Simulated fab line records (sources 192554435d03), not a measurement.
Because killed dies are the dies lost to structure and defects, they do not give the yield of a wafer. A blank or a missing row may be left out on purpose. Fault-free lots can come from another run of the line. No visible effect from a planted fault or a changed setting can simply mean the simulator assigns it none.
Matching of chambers    flow n5_finfet    N5_BEOL_M10_ALD_74 on ald_metal-04: 4 sister chambers
The step deposits TaN, target thk 2 nm, pulse time 2 s, purge time 3 s. 8 wafers are shown with their chamber, then 9 later ones without.

## WAFERS PAIRED WITH THEIR CHAMBERS
wafer   chamber  heater_power_w (W)  precursor_vessel_pressure_torr (Torr)
L080.4  2        418                 26.22
L087.3  3        463                 26.27
L089.1  3        466                 26.33
L089.5  1        413                 26.33
L089.6  0        420                 26.37
L094.1  2        429                 26.31
L094.2  1        412                 26.26
L094.3  0        427                 26.29

## WAFERS MISSING THEIR CHAMBER
wafer   heater_power_w (W)  precursor_vessel_pressure_torr (Torr)
L095.2  416                 26.14
L095.3  462                 26.22
L095.5  418                 26.19
L096.2  420                 26.18
L096.4  430                 26.27
L096.5  420                 26.26
L097.1  467                 26.20
L097.3  420                 26.18
L097.5  422                 26.24

## EACH ONE'S CHAMBER
wafer   from the rows above           in truth
L095.2  can't be placed: 2 or 1 or 0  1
L095.3  3                             3
L095.5  can't be placed: 2 or 1 or 0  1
L096.2  can't be placed: 2 or 1 or 0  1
L096.4  can't be placed: 2 or 0       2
L096.5  can't be placed: 2 or 0 or 1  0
L097.1  3                             3
L097.3  can't be placed: 2 or 1 or 0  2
L097.5  can't be placed: 2 or 0 or 1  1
Placed correctly: 2 of 9. From these rows, 7 cannot be placed; in 7 the true chamber is one of the candidates. Wrongly placed: 0.
How it was worked out, from the rows above alone: a wafer's distance from a chamber is the root of the sum, over the readings, of the square of ((its reading less the chamber's mean) divided by the reading's scatter). The wafer belongs to the nearest chamber; if the next one is less than 2 further off, it can't be placed. The mean given for a chamber averages the wafers shown for that chamber. How the scatter is found: for the shown wafers, subtract from each reading the mean of its chamber, square and add these, divide the total by (wafers less chambers), then take the root.
